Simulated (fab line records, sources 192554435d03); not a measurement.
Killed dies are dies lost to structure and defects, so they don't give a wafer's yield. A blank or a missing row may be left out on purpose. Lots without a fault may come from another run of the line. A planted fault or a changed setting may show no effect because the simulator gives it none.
Chamber matching | flow n5_finfet | N5_BEOL_M5_CMP_52 on cmp-04: 4 sister chambers
The step polishes, stops on SiCOH lowk, t overpolish 6.9 s, target thk 62 nm. 4 wafers are shown with their chamber, then 8 later ones without.

WAFERS WITH THEIR CHAMBER
wafer  | chamber | motor_current_A (A)
L089.6 | 1       | 7.4
L091.3 | 0       | 6.0
L091.4 | 2       | 7.6
L090.1 | 3       | 5.6

WAFERS WITHOUT THEIR CHAMBER
wafer  | motor_current_A (A)
L090.4 | 7.5
L090.5 | 6.1
L092.1 | 5.7
L092.2 | 7.4
L092.5 | 5.7
L095.1 | 7.2
L095.4 | 5.9
L095.6 | 5.8

WHICH CHAMBER EACH WENT THROUGH
wafer  | from the rows above     | in truth
L090.4 | can't be placed: 1 or 2 | 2
L090.5 | 0                       | 0
L092.1 | can't be placed: 3 or 0 | 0
L092.2 | can't be placed: 1 or 2 | 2
L092.5 | can't be placed: 3 or 0 | 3
L095.1 | can't be placed: 1 or 2 | 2
L095.4 | can't be placed: 0 or 3 | 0
L095.6 | can't be placed: 0 or 3 | 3
Placed correctly: 1 of 8. Can't be placed from these rows: 7 (the true chamber is among the candidates in 7). Placed wrongly: 0.
How it was worked out, from the rows above alone: a wafer's distance from a chamber is the root of the sum, over the readings, of the square of ((its reading less the chamber's mean) divided by the reading's scatter). The wafer belongs to the nearest chamber; if the next one is less than 2 further off, it can't be placed. A chamber's mean is the mean of its shown wafers. The scatter: with one shown wafer a chamber, the root of the mean of the squares of how far each hidden wafer lies from its nearest shown one.
